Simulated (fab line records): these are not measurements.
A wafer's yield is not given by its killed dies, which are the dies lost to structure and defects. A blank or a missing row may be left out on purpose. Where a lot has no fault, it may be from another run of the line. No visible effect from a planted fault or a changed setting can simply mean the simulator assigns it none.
fab line records	flow nand_harc
record lots=24	wafers=72	last_day=33
route steps=1302 shown A_CHANNEL_HOLE_D2@583 A_CHANNEL_FILL_D2@620 A_STAIRCASE@672
lots that met no fault: taken from a fault-free run of the same line
start_h: hours from the record's opening day to when the first of the lot's shown wafers began	wait_h: hours elapsed since this lot's preceding step	" same as the row above	L1.1+2: a single row standing in for several wafers	- no value, or no start given	* or withheld: withheld	< > ~ a bound
route shown NAME@n: NAME is a module with steps in the file, n the number in the route of the first one	usual: the fault-free wafers' mean and standard deviation	same: alike in all rows	chamber/n: place in a boat	sites: readings site by site	_std_site: the values' standard deviation	_edge_site: mean of outer sites minus mean of inner sites	radius_mm: for every site, how far away it sits from the centre of the wafer	mask NAME#n: copy n	behind: the most recent tool/chamber to have shaped the wafer	hold: why the lot went on hold/how many hours it stayed there/how the hold came to an end	device: whichever transistor did not switch (one of n, p or np)	end of line: tests run on the same wafers once the route is complete	a step without rows: its recipe alone	killed: at the first sort, the dies lost to defects and structure; wafer yield is something else	map: a wafer's dies, marking killed ones x, the rest . and places with no die _
set.NAME: setting as actually run; set.NAME@STEP: the setting as run at that earlier step	model.NAME: the simulator's own value behind a step, which no gauge read
a sample of lots followed through the steps of the route, with each step as a table and each wafer as a row
services: the hour from which a tool's chamber was out of use, counted from the record's first day as start_h (under 0 if before that day), plus the number of hours and why
## steps
# step NHARC_A_CHANNEL_HOLE_D2_OVL_MEAS_11
# usual overlay_x_nm=-0.2/0.92	overlay_y_nm=-0.2/0.73
lot.wafer	tool	chamber	start_h	wait_h	overlay_x_nm	overlay_y_nm
L074.1	overlay-02	-	286.34	-	0.4	-1.1
L074.2	"	-	"	"	0.4	-1.3
L074.5	"	-	"	"	0.6	-1.3
L075.1	overlay-02	-	304.26	-	0.0	1.1
L075.2	"	-	"	"	0.6	0.7
L075.5	"	-	"	"	0.4	0.2
L076.1	overlay-01	-	308.15	-	-0.7	-0.7
L076.3	"	-	"	"	-0.4	-0.3
L076.6	"	-	"	"	-0.6	-0.5
L077.1	overlay-01	-	324.06	-	-0.3	0.5
L077.2	"	-	"	"	-0.3	0.5
L077.5	"	-	"	"	-0.2	0.6
L078.4	overlay-02	-	329.93	-	-2.7	0.1
L078.5	"	-	"	"	-1.7	0.2
L078.6	"	-	"	"	-1.7	0.0
L079.3	overlay-02	-	339.16	-	0.1	-0.3
L079.4	"	-	"	"	0.3	0.0
L079.6	"	-	"	"	0.0	-0.1
L081.2	overlay-01	-	362.44	-	0.8	-1.1
L081.4	"	-	"	"	0.7	-0.4
L081.5	"	-	"	"	0.3	-0.7
L080.2	overlay-01	-	362.59	-	1.6	-0.2
L080.4	"	-	"	"	1.6	0.3
L080.5	"	-	"	"	1.5	-0.5
L082.2	overlay-02	-	363.15	-	-0.9	-0.8
L082.4	"	-	"	"	-0.9	-0.4
L082.6	"	-	"	"	-0.7	-0.7
L083.2	overlay-01	-	386.62	-	-0.6	-0.8
L083.3	"	-	"	"	-1.0	-0.8
L083.5	"	-	"	"	-0.8	-0.4
L084.1	overlay-02	-	388.14	-	0.4	0.9
L084.2	"	-	"	"	-0.1	0.3
L084.3	"	-	"	"	0.8	0.0
L085.1	overlay-02	-	395.91	-	0.7	-0.9
L085.3	"	-	"	"	1.1	-0.7
L085.6	"	-	"	"	0.5	-0.6
L086.2	overlay-01	-	412.97	-	-0.3	0.2
L086.4	"	-	"	"	-0.6	-0.1
L086.6	"	-	"	"	-1.0	-0.3
L087.1	overlay-01	-	419.17	-	-1.0	0.1
L087.2	"	-	"	"	-0.2	-0.2
L087.6	"	-	"	"	-1.1	-0.7
L089.2	overlay-02	-	431.31	-	-0.3	0.3
L089.4	"	-	"	"	-0.6	0.6
L089.5	"	-	"	"	-0.2	0.8
L090.1	overlay-02	-	446.79	-	0.1	-0.7
L090.2	"	-	"	"	0.3	-0.8
L090.3	"	-	"	"	0.5	-0.8
L091.2	overlay-02	-	448.45	-	-0.8	0.5
L091.3	"	-	"	"	-0.6	0.5
L091.6	"	-	"	"	-0.2	0.3
L088.3	overlay-02	-	448.65	-	-1.3	0.8
L088.5	"	-	"	"	-1.7	0.5
L088.6	"	-	"	"	-1.7	1.0
L092.1	overlay-01	-	465.45	-	1.0	-0.1
L092.3	"	-	"	"	1.6	-0.3
L092.5	"	-	"	"	1.5	-0.7
L093.3	overlay-01	-	480.60	-	-0.2	-0.5
L093.5	"	-	"	"	-0.6	-1.4
L093.6	"	-	"	"	-0.6	-1.1
L094.1	overlay-02	-	498.01	-	-0.5	-2.2
L094.4	"	-	"	"	-0.2	-1.8
L094.5	"	-	"	"	0.0	-2.1
L096.4	overlay-01	-	511.06	-	0.0	0.6
L096.5	"	-	"	"	0.8	0.5
L096.6	"	-	"	"	0.8	0.9
L095.1	overlay-02	-	512.43	-	-2.1	0.3
L095.4	"	-	"	"	-1.5	0.7
L095.5	"	-	"	"	-1.4	1.0
L097.1	overlay-02	-	520.80	-	-0.2	-0.1
L097.3	"	-	"	"	0.2	0.0
L097.4	"	-	"	"	0.0	-0.3
# step NHARC_A_CHANNEL_HOLE_D2_ETCH_24
# recipe bias_v=5000	source_w=withheld	pressure_mtorr=20	time_s=906.2	ar_flow_sccm=375	c4f8_flow_sccm=93.8	o2_flow_sccm=31.2	temp_c=-20	target_depth_a=15000	chemistry=C4F8/O2/Ar
# usual drypump_motor_current_A=6.02/0.27	showerhead_plenum_p_Torr=3.71/0.097	throttle_valve_pct=32.236/0.0082
lot.wafer	tool	chamber	start_h	wait_h	drypump_motor_current_A	rf_hours_counter_h	showerhead_plenum_p_Torr	throttle_valve_pct
L074.1	har_etch-02	0	290.69	0.6	5.56	361	3.73	32.231
L074.2	"	1	"	"	6.13	361	3.61	32.226
L074.5	"	1	"	"	6.15	-	3.61	32.237
L075.2	har_etch-01	0	307.66	0.6	6.17	155	3.69	32.227
L075.1	"	1	"	"	6.20	155	3.69	32.233
L075.5	"	1	"	"	6.20	-	3.69	32.240
L076.1	har_etch-01	0	311.95	0.6	6.16	159	3.69	32.245
L076.3	"	1	"	"	6.17	-	3.69	32.233
L076.6	"	1	"	"	6.17	-	3.69	32.236
L077.1	har_etch-02	0	327.49	0.6	5.55	376	3.72	32.248
L077.2	"	1	"	"	6.20	376	3.60	32.226
L077.5	"	1	"	"	6.21	-	3.60	32.250
L078.4	har_etch-01	1	333.74	0.6	6.22	-	3.68	32.250
L078.6	"	0	"	"	6.16	-	3.68	32.253
L078.5	"	1	"	"	6.20	-	3.68	32.239
L079.3	har_etch-01	0	342.84	0.6	6.17	-	3.68	32.235
L079.4	"	1	"	"	6.21	-	3.68	32.237
L079.6	"	1	"	"	6.19	-	3.68	32.234
L081.2	har_etch-01	0	365.96	0.6	6.17	190	3.67	32.226
L081.4	"	0	"	"	6.17	-	3.67	32.241
L081.5	"	0	"	"	6.16	-	3.67	32.237
L080.2	har_etch-02	0	366.13	0.6	5.55	403	3.70	32.240
L080.4	"	0	"	"	5.53	-	3.70	32.229
L080.5	"	1	"	"	6.17	-	3.58	32.240
L082.2	har_etch-01	1	369.97	0.6	6.20	193	3.67	32.250
L082.4	"	0	"	"	6.15	-	3.67	32.228
L082.6	"	0	"	"	6.15	-	3.67	32.243
L083.2	har_etch-02	0	396.25	0.6	5.56	2	3.70	32.228
L083.3	"	1	"	"	6.17	-	3.93	32.236
L083.5	"	0	"	"	5.55	-	3.70	32.230
L084.1	har_etch-01	0	398.77	0.6	6.16	213	3.66	32.224
L084.2	"	1	"	"	6.19	213	3.66	32.237
L084.3	"	1	"	"	6.18	-	3.66	32.236
L085.1	har_etch-02	1	400.29	0.6	6.12	6	3.92	32.239
L085.3	"	1	"	"	6.17	-	3.92	32.232
L085.6	"	0	"	"	5.54	-	3.69	32.246
L086.2	har_etch-01	0	416.51	0.6	6.16	224	3.65	32.245
L086.4	"	1	"	"	6.19	-	3.65	32.235
L086.6	"	1	"	"	6.20	-	3.65	32.235
L087.1	har_etch-01	0	422.57	0.6	6.15	228	3.65	32.242
L087.2	"	1	"	"	6.20	228	3.65	32.231
L087.6	"	0	"	"	6.15	-	3.65	32.244
L089.2	har_etch-01	1	434.74	0.6	6.19	236	3.65	32.251
L089.4	"	1	"	"	6.18	-	3.65	32.249
L089.5	"	1	"	"	6.20	-	3.65	32.236
L090.1	har_etch-02	0	454.11	0.6	5.57	36	3.68	32.236
L090.2	"	1	"	"	6.17	36	3.91	32.235
L090.3	"	1	"	"	6.15	-	3.91	32.233
L091.2	har_etch-01	0	454.43	0.6	6.16	247	3.64	32.243
L091.3	"	1	"	"	6.21	-	3.64	32.229
L091.6	"	1	"	"	6.22	-	3.64	32.233
L088.3	har_etch-02	1	458.67	0.6	6.21	-	3.91	32.224
L088.6	"	0	"	"	5.56	-	3.68	32.228
L088.5	"	1	"	"	6.15	-	3.90	32.244
L092.1	har_etch-02	1	469.03	0.6	6.17	48	3.90	32.226
L092.3	"	0	"	"	5.52	-	3.67	32.230
L092.5	"	0	"	"	5.55	-	3.67	32.266
L093.3	har_etch-02	1	484.29	0.6	6.15	-	3.90	32.227
L093.6	"	1	"	"	6.18	-	3.90	32.228
L093.5	"	0	"	"	5.52	-	3.67	32.236
L094.1	har_etch-02	1	502.15	0.6	6.13	63	3.89	32.241
L094.4	"	1	"	"	6.14	-	3.89	32.243
L094.5	"	1	"	"	6.18	-	3.89	32.232
L096.4	har_etch-01	1	515.07	0.6	6.23	-	3.63	32.226
L096.5	"	0	"	"	6.16	-	3.63	32.233
L096.6	"	1	"	"	6.22	-	3.63	32.241
L095.1	har_etch-02	1	516.05	0.6	6.13	67	3.89	32.237
L095.4	"	1	"	"	6.14	-	3.89	32.242
L095.5	"	0	"	"	5.56	-	3.66	32.220
L097.1	har_etch-02	0	528.20	0.6	5.53	78	3.65	32.226
L097.4	"	0	"	"	5.55	-	3.66	32.235
L097.3	"	1	"	"	6.15	-	3.88	32.230
# step NHARC_A_CHANNEL_FILL_D2_ETCHBACK_20
# recipe target_depth_a=270	time_s=13.5	c4f8_flow_sccm=withheld	o2_flow_sccm=8	ar_flow_sccm=withheld	rf_w=600	bias_w=1500	chemistry=C4F8/O2/Ar
# usual oes_product_au=0.986/0.026	rf_vpp_V=977/5.3
lot.wafer	tool	chamber	start_h	wait_h	oes_product_au	rf_hours_counter_h	rf_vpp_V
L074.2	rie_diel-05	3	317.01	-	0.929	2	984
L074.1	"	1	"	"	0.953	2	977
L074.5	"	2	"	"	0.922	-	974
L075.1	rie_diel-06	2	335.78	-	0.971	3	971
L075.2	"	3	"	"	1.007	3	981
L075.5	"	2	"	"	0.981	-	971
L076.3	rie_diel-05	2	339.30	-	0.922	2	973
L076.1	"	3	"	"	0.934	2	984
L076.6	"	1	"	"	0.948	-	976
L077.2	rie_diel-02	1	359.85	-	1.009	4	971
L077.1	"	3	"	"	0.990	4	982
L077.5	"	2	"	"	1.015	-	971
L078.4	rie_diel-05	1	359.86	-	1.026	3	976
L078.5	"	0	"	"	1.011	-	985
L078.6	"	1	"	"	1.028	-	976
L079.3	rie_diel-02	3	371.47	-	0.996	4	982
L079.4	"	2	"	"	1.009	4	969
L079.6	"	3	"	"	0.995	-	981
L081.2	rie_diel-05	1	393.27	-	1.004	4	976
L081.4	"	3	"	"	0.987	4	985
L081.5	"	1	"	"	1.019	-	976
L080.2	rie_diel-02	0	393.32	-	0.989	5	978
L080.4	"	1	"	"	0.989	4	971
L080.5	"	2	"	"	0.999	-	972
L082.4	rie_diel-05	3	397.36	-	1.011	4	981
L082.2	"	0	"	"	0.999	3	986
L082.6	"	0	"	"	1.005	-	986
L085.3	rie_diel-05	3	426.53	-	1.018	0	983
L085.1	"	0	"	"	1.005	0	984
L085.6	"	1	"	"	1.006	-	975
L083.2	rie_diel-02	2	426.55	-	1.006	1	971
L083.3	"	3	"	"	1.008	1	981
L083.5	"	1	"	"	0.993	-	972
L084.1	rie_diel-06	3	426.57	-	1.012	15	981
L084.2	"	0	"	"	0.998	18	976
L084.3	"	1	"	"	1.002	18	984
L086.2	rie_diel-05	2	446.39	-	0.950	0	973
L086.4	"	3	"	"	0.971	1	983
L086.6	"	2	"	"	0.949	-	975
L087.1	rie_diel-02	0	453.84	-	0.951	2	976
L087.2	"	1	"	"	0.950	1	972
L087.6	"	0	"	"	0.954	-	976
L089.2	rie_diel-05	0	466.83	-	0.924	2	985
L089.4	"	3	"	"	1.012	2	984
L089.5	"	1	"	"	0.988	-	976
L090.2	rie_diel-05	1	482.18	-	0.996	3	976
L090.1	"	3	"	"	1.031	3	983
L090.3	"	0	"	"	1.001	3	985
L091.2	rie_diel-02	2	482.20	-	0.969	2	970
L091.3	"	3	"	"	0.981	2	981
L091.6	"	1	"	"	0.955	-	973
L088.3	rie_diel-02	2	486.70	-	1.000	2	971
L088.5	"	2	"	"	0.996	-	972
L088.6	"	3	"	"	1.005	-	982
L092.1	rie_diel-05	0	497.99	-	0.995	3	988
L092.3	"	2	"	"	0.980	2	973
L092.5	"	2	"	"	0.986	-	971
L093.3	rie_diel-02	3	514.32	-	0.984	3	980
L093.6	"	1	"	"	0.991	-	971
L093.5	"	2	"	"	0.982	-	972
L094.4	rie_diel-05	0	530.27	-	1.006	4	986
L094.1	"	2	"	"	0.999	3	972
L094.5	"	0	"	"	1.000	-	986
L095.1	rie_diel-02	2	544.26	-	0.995	4	971
L095.4	"	3	"	"	1.011	4	983
L095.5	"	0	"	"	0.976	-	976
L096.4	rie_diel-05	1	544.27	-	1.002	5	975
L096.5	"	2	"	"	0.995	-	972
L096.6	"	3	"	"	1.014	-	983
L097.1	rie_diel-02	2	556.38	-	0.986	4	971
L097.4	"	0	"	"	0.957	4	976
L097.3	"	1	"	"	0.928	4	973
# step NHARC_A_STAIRCASE_TRIM_16
# recipe time_s=211.2	o2_flow_sccm=500	ar_flow_sccm=0	bias_w=0	chemistry=O2
# usual drypump_motor_current_A=5.7/0.52	oes_product_au=1.005/0.015	rf_vpp_V=57.5/0.9	showerhead_plenum_p_Torr=3.50/0.077	throttle_valve_pct=17.036/0.0087
lot.wafer	tool	chamber	start_h	wait_h	drypump_motor_current_A	oes_product_au	rf_hours_counter_h	rf_vpp_V	showerhead_plenum_p_Torr	throttle_valve_pct
L074.2	rie_diel-01	2	-	-	5.2	1.008	45	56.9	3.53	17.038
L074.1	"	3	"	"	5.6	1.024	41	57.6	3.48	17.033
L074.5	"	1	"	"	4.8	0.999	-	56.1	3.51	17.047
L075.1	rie_diel-01	1	-	-	4.8	1.005	55	58.0	3.50	17.024
L075.2	"	2	"	"	5.3	1.008	53	57.7	3.53	17.034
L075.5	"	0	"	"	6.4	1.021	-	57.5	3.42	17.040
L076.1	rie_diel-07	3	-	-	5.0	1.008	18	55.8	3.51	17.035
L076.3	"	2	"	"	6.2	1.007	26	58.7	3.45	17.028
L076.6	"	3	"	"	5.0	1.028	-	57.6	3.51	17.030
L077.1	rie_diel-07	3	-	-	5.0	0.994	23	59.2	3.50	17.032
L077.2	"	1	"	"	6.3	1.015	35	56.8	3.61	17.029
L077.5	"	2	"	"	6.2	1.004	-	60.0	3.45	17.018
L078.4	rie_diel-07	1	-	-	6.2	1.020	35	58.8	3.61	17.036
L078.5	"	2	"	"	6.2	0.997	-	59.0	3.45	17.046
L078.6	"	3	"	"	5.0	1.000	-	56.7	3.50	17.015
L079.3	rie_diel-07	0	-	-	5.5	1.001	36	58.5	3.67	17.022
L079.4	"	1	"	"	6.3	1.026	40	57.8	3.61	17.046
L079.6	"	0	"	"	5.5	1.006	-	57.2	3.67	17.045
L081.4	rie_diel-01	1	-	-	4.8	0.974	9	55.3	3.49	17.036
L081.2	"	2	"	"	5.3	1.010	6	56.6	3.52	17.036
L081.5	"	3	"	"	5.6	1.011	-	57.1	3.47	17.026
L080.2	rie_diel-01	3	-	-	5.6	1.001	13	56.2	3.47	17.023
L080.4	"	0	"	"	6.3	1.025	14	56.5	3.40	17.051
L080.5	"	1	"	"	4.8	0.970	-	56.6	3.49	17.034
L082.2	rie_diel-07	0	-	-	5.6	1.004	43	57.0	3.67	17.051
L082.4	"	1	"	"	6.3	1.012	49	56.4	3.61	17.031
L082.6	"	3	"	"	5.0	1.023	-	58.2	3.50	17.046
L084.3	rie_diel-07	3	-	-	5.0	1.005	41	57.8	3.49	17.044
L084.1	"	1	"	"	6.2	1.021	57	60.5	3.60	17.027
L084.2	"	2	"	"	6.2	0.994	52	55.9	3.44	17.032
L083.3	rie_diel-01	0	-	-	6.3	1.031	23	56.6	3.40	17.033
L083.2	"	3	"	"	5.6	1.017	20	58.2	3.46	17.036
L083.5	"	0	"	"	6.3	1.025	-	56.5	3.40	17.033
L085.1	rie_diel-01	3	-	-	5.6	1.015	21	56.8	3.46	17.050
L085.3	"	1	"	"	4.8	0.993	21	58.0	3.49	17.032
L085.6	"	0	"	"	6.3	1.027	-	57.0	3.40	17.028
L086.2	rie_diel-13	3	-	-	6.3	0.994	43	57.5	3.47	17.044
L086.4	"	0	"	"	5.4	1.008	42	58.0	3.55	17.047
L086.6	"	3	"	"	6.3	0.983	-	57.9	3.47	17.045
L087.1	rie_diel-13	2	-	-	5.9	0.982	49	57.4	3.43	17.037
L087.2	"	1	"	"	5.7	1.030	45	58.9	3.42	17.030
L087.6	"	3	"	"	6.2	0.992	-	57.5	3.47	17.040
L089.2	rie_diel-01	1	-	-	4.8	0.993	32	57.2	3.48	17.027
L089.4	"	2	"	"	5.3	1.005	27	57.6	3.51	17.054
L089.5	"	0	"	"	6.3	1.037	-	57.8	3.39	17.036
L088.3	rie_diel-07	3	-	-	5.0	0.995	7	58.2	3.49	17.021
L088.5	"	1	"	"	6.3	0.991	-	58.6	3.59	17.050
L088.6	"	2	"	"	6.2	1.003	-	58.2	3.43	17.047
L090.3	rie_diel-13	1	-	-	5.7	1.015	53	56.9	3.42	17.044
L090.1	"	2	"	"	5.9	0.995	57	57.2	3.42	17.032
L090.2	"	3	"	"	6.3	0.982	56	56.9	3.46	17.021
L091.2	rie_diel-01	3	-	-	5.6	1.016	42	57.8	3.45	17.045
L091.3	"	0	"	"	6.3	1.032	44	57.6	3.39	17.031
L091.6	"	2	"	"	5.3	1.013	-	57.6	3.51	17.042
L092.1	rie_diel-07	0	-	-	5.5	1.015	10	57.9	3.65	17.035
L092.3	"	1	"	"	6.3	0.990	13	57.7	3.59	17.027
L092.5	"	3	"	"	5.0	1.006	-	58.4	3.48	17.040
L093.3	rie_diel-07	2	-	-	6.2	1.006	21	58.4	3.43	17.051
L093.6	"	2	"	"	6.2	1.008	-	58.7	3.43	17.043
L093.5	"	3	"	"	5.0	1.006	-	56.4	3.48	17.026
L094.1	rie_diel-13	0	-	-	5.4	1.000	9	57.4	3.53	17.037
L094.4	"	2	"	"	5.9	0.984	9	57.0	3.42	17.039
L094.5	"	3	"	"	6.3	0.997	-	57.0	3.46	17.044
L096.4	rie_diel-07	1	-	-	6.3	1.016	30	59.3	3.58	17.028
L096.6	"	1	"	"	6.3	1.018	-	56.5	3.58	17.033
L096.5	"	2	"	"	6.2	1.011	-	57.0	3.42	17.032
L095.1	rie_diel-13	2	-	-	5.9	0.981	12	57.4	3.42	17.034
L095.4	"	3	"	"	6.3	0.975	8	57.2	3.46	17.031
L095.5	"	0	"	"	5.4	1.000	-	58.1	3.53	17.047
L097.3	rie_diel-01	0	-	-	6.3	1.032	4	56.9	3.38	17.030
L097.4	"	1	"	"	4.9	1.000	4	57.4	3.46	17.043
L097.1	"	2	"	"	5.2	0.997	6	56.5	3.49	17.049
# step NHARC_A_STAIRCASE_ETCH_17
# recipe target_depth_a=1000	time_s=40.5	ion_energy_ev=400	c4f8_flow_sccm=20	o2_flow_sccm=10	ar_flow_sccm=withheld	rf_w=600	bias_w=1000	chemistry=C4F8/O2
# usual oes_product_au=0.945/0.016	rf_vpp_V=894.8/3
lot.wafer	tool	chamber	start_h	wait_h	oes_product_au	rf_hours_counter_h	rf_vpp_V
L074.1	rie_diel-01	2	-	-	0.938	45	896.1
L074.2	"	0	"	"	0.943	44	891.7
L074.5	"	2	"	"	0.937	-	896.1
L075.2	rie_diel-01	3	-	-	0.949	48	893.6
L075.1	"	2	"	"	0.951	53	895.7
L075.5	"	0	"	"	0.944	-	890.3
L076.1	rie_diel-07	3	-	-	0.947	18	895.8
L076.3	"	0	"	"	0.930	27	902.7
L076.6	"	2	"	"	0.953	-	892.9
L077.2	rie_diel-07	2	-	-	0.937	32	892.0
L077.1	"	1	"	"	0.956	35	898.1
L077.5	"	3	"	"	0.925	-	895.1
L078.4	rie_diel-07	0	-	-	0.931	32	900.6
L078.6	"	1	"	"	0.948	-	899.8
L078.5	"	2	"	"	0.929	-	893.5
L079.3	rie_diel-07	0	-	-	0.929	36	900.3
L079.4	"	2	"	"	0.939	37	893.1
L079.6	"	1	"	"	0.961	-	899.4
L081.2	rie_diel-01	0	-	-	0.962	13	890.7
L081.4	"	3	"	"	0.945	12	894.8
L081.5	"	0	"	"	0.956	-	892.2
L080.2	rie_diel-01	1	-	-	0.909	11	893.4
L080.4	"	3	"	"	0.955	13	894.1
L080.5	"	2	"	"	0.932	-	895.6
L082.4	rie_diel-07	0	-	-	0.963	43	899.8
L082.2	"	1	"	"	0.969	49	898.1
L082.6	"	1	"	"	0.957	-	898.9
L084.1	rie_diel-07	1	-	-	0.967	57	896.6
L084.3	"	2	"	"	0.945	52	893.0
L084.2	"	0	"	"	0.943	52	901.3
L083.3	rie_diel-01	1	-	-	0.931	19	894.5
L083.2	"	2	"	"	0.956	15	896.3
L083.5	"	2	"	"	0.960	-	896.5
L085.3	rie_diel-01	2	-	-	0.960	16	894.4
L085.1	"	0	"	"	0.971	25	892.6
L085.6	"	1	"	"	0.937	-	893.4
L086.4	rie_diel-13	0	-	-	0.945	42	898.0
L086.2	"	1	"	"	0.973	43	890.9
L086.6	"	0	"	"	0.948	-	896.7
L087.1	rie_diel-13	1	-	-	0.951	46	891.9
L087.2	"	3	"	"	0.930	45	895.7
L087.6	"	2	"	"	0.926	-	891.0
L089.2	rie_diel-01	1	-	-	0.933	32	893.9
L089.4	"	0	"	"	0.976	38	891.5
L089.5	"	1	"	"	0.938	-	894.1
L088.3	rie_diel-07	3	-	-	0.955	7	893.0
L088.5	"	2	"	"	0.943	-	892.7
L088.6	"	3	"	"	0.958	-	894.4
L090.2	rie_diel-13	0	-	-	0.948	55	897.7
L090.3	"	1	"	"	0.949	53	891.2
L090.1	"	3	"	"	0.922	56	893.8
L091.2	rie_diel-01	2	-	-	0.947	34	895.3
L091.3	"	3	"	"	0.969	42	894.5
L091.6	"	2	"	"	0.948	-	894.0
L092.1	rie_diel-07	2	-	-	0.939	14	893.6
L092.3	"	1	"	"	0.949	13	898.5
L092.5	"	2	"	"	0.944	-	892.3
L093.3	rie_diel-07	3	-	-	0.940	18	895.0
L093.5	"	2	"	"	0.928	-	890.5
L093.6	"	3	"	"	0.942	-	894.1
L094.1	rie_diel-13	0	-	-	0.927	9	895.6
L094.4	"	1	"	"	0.962	9	892.5
L094.5	"	1	"	"	0.969	-	892.3
L096.4	rie_diel-07	1	-	-	0.945	30	897.5
L096.6	"	3	"	"	0.946	-	892.0
L096.5	"	0	"	"	0.971	-	899.9
L095.1	rie_diel-13	1	-	-	0.945	12	890.2
L095.4	"	3	"	"	0.918	8	893.6
L095.5	"	0	"	"	0.924	-	895.0
L097.4	rie_diel-01	0	-	-	0.957	4	889.1
L097.3	"	1	"	"	0.936	4	893.2
L097.1	"	2	"	"	0.929	6	893.4
# step NHARC_A_STAIRCASE_ETCH_25
# recipe target_depth_a=1000	time_s=40.5	ion_energy_ev=400	c4f8_flow_sccm=20	o2_flow_sccm=10	ar_flow_sccm=withheld	rf_w=600	bias_w=1000	chemistry=C4F8/O2
# usual oes_product_au=0.950/0.015	rf_vpp_V=895.0/3
lot.wafer	tool	chamber	start_h	wait_h	oes_product_au	rf_hours_counter_h	rf_vpp_V
L074.1	rie_diel-01	1	-	-	0.943	49	894.6
L074.2	"	2	"	"	0.957	47	896.9
L074.5	"	0	"	"	0.955	-	891.9
L075.2	rie_diel-01	1	-	-	0.939	56	896.0
L075.1	"	2	"	"	0.945	54	897.0
L075.5	"	1	"	"	0.941	-	893.4
L076.3	rie_diel-01	0	-	-	0.960	51	891.7
L076.1	"	1	"	"	0.944	56	894.8
L076.6	"	1	"	"	0.945	-	895.6
L077.1	rie_diel-13	3	-	-	0.941	15	894.8
L077.2	"	0	"	"	0.951	11	898.5
L077.5	"	0	"	"	0.948	-	896.8
L078.4	rie_diel-07	0	-	-	0.936	33	901.3
L078.5	"	1	"	"	0.963	-	899.0
L078.6	"	2	"	"	0.964	-	893.4
L079.4	rie_diel-01	1	-	-	0.941	1	894.8
L079.3	"	2	"	"	0.971	4	895.9
L079.6	"	2	"	"	0.956	-	895.0
L081.2	rie_diel-13	2	-	-	0.945	29	890.7
L081.4	"	0	"	"	0.954	26	896.7
L081.5	"	3	"	"	0.931	-	895.4
L080.4	rie_diel-01	0	-	-	0.978	14	892.8
L080.2	"	3	"	"	0.961	14	892.6
L080.5	"	1	"	"	0.931	-	893.0
L082.2	rie_diel-07	2	-	-	0.948	47	892.5
L082.4	"	3	"	"	0.950	35	894.4
L082.6	"	2	"	"	0.943	-	892.4
L084.2	rie_diel-07	0	-	-	0.945	52	901.0
L084.1	"	1	"	"	0.974	57	899.4
L084.3	"	3	"	"	0.941	41	894.5
L083.2	rie_diel-01	3	-	-	0.938	21	892.3
L083.3	"	1	"	"	0.919	20	893.0
L083.5	"	3	"	"	0.953	-	892.6
L085.1	rie_diel-07	2	-	-	0.949	53	892.5
L085.3	"	3	"	"	0.943	42	895.9
L085.6	"	0	"	"	0.935	-	900.2
L086.2	rie_diel-13	2	-	-	0.921	47	892.7
L086.4	"	0	"	"	0.944	42	896.0
L086.6	"	2	"	"	0.930	-	892.4
L087.1	rie_diel-01	3	-	-	0.948	33	893.5
L087.2	"	0	"	"	0.977	36	890.9
L087.6	"	1	"	"	0.952	-	896.1
L089.2	rie_diel-07	1	-	-	0.953	3	897.6
L089.4	"	2	"	"	0.948	4	892.4
L089.5	"	3	"	"	0.964	-	893.2
L088.3	rie_diel-07	0	-	-	0.941	8	899.0
L088.5	"	3	"	"	0.946	-	893.9
L088.6	"	0	"	"	0.940	-	899.8
L090.3	rie_diel-13	3	-	-	0.928	56	893.2
L090.1	"	0	"	"	0.936	55	895.3
L090.2	"	1	"	"	0.971	54	892.8
L091.2	rie_diel-01	0	-	-	0.983	45	890.2
L091.3	"	2	"	"	0.951	35	895.2
L091.6	"	0	"	"	0.974	-	889.3
L092.1	rie_diel-07	1	-	-	0.934	15	898.9
L092.3	"	0	"	"	0.955	15	900.0
L092.5	"	2	"	"	0.943	-	893.8
L093.3	rie_diel-07	2	-	-	0.942	22	892.1
L093.6	"	2	"	"	0.952	-	892.4
L093.5	"	3	"	"	0.954	-	895.8
L094.1	rie_diel-07	3	-	-	0.947	22	894.2
L094.4	"	0	"	"	0.965	22	900.5
L094.5	"	0	"	"	0.956	-	901.9
L096.4	rie_diel-07	1	-	-	0.952	31	898.6
L096.5	"	1	"	"	0.961	-	899.2
L096.6	"	2	"	"	0.950	-	890.3
L095.1	rie_diel-01	1	-	-	0.939	1	894.4
L095.4	"	2	"	"	0.942	1	896.0
L095.5	"	2	"	"	0.937	-	895.5
L097.3	rie_diel-07	0	-	-	0.970	33	900.4
L097.4	"	1	"	"	0.975	37	896.2
L097.1	"	2	"	"	0.954	34	891.3
## services
tool	chamber	start_h	hours	kind
rie_diel-13	0	279.24	4.7	repair
rie_diel-07	-	294.20	9.0	pm
rie_diel-01	-	315.38	0.6	repair
rie_diel-07	3	334.27	14.8	repair
rie_diel-01	3	336.93	3.0	repair
rie_diel-13	-	342.00	9.0	pm
har_etch-02	-	377.00	17.0	pm
rie_diel-07	-	377.09	0.3	repair
rie_diel-02	3	378.12	4.8	repair
rie_diel-01	-	383.59	9.0	pm
rie_diel-13	3	393.56	9.1	repair
rie_diel-02	-	393.70	9.0	pm
rie_diel-01	2	404.83	14.1	repair
rie_diel-05	-	406.60	9.0	pm
rie_diel-05	2	426.30	6.9	repair
rie_diel-01	-	434.14	0.6	repair
rie_diel-02	-	437.11	0.4	repair
rie_diel-07	-	471.41	9.0	pm
rie_diel-05	1	497.95	4.8	repair
rie_diel-13	-	519.00	9.0	pm
rie_diel-01	-	539.76	0.4	repair
rie_diel-05	0	548.11	2.9	repair
rie_diel-01	-	560.59	9.0	pm
rie_diel-05	-	583.60	9.0	pm
## key
fault none
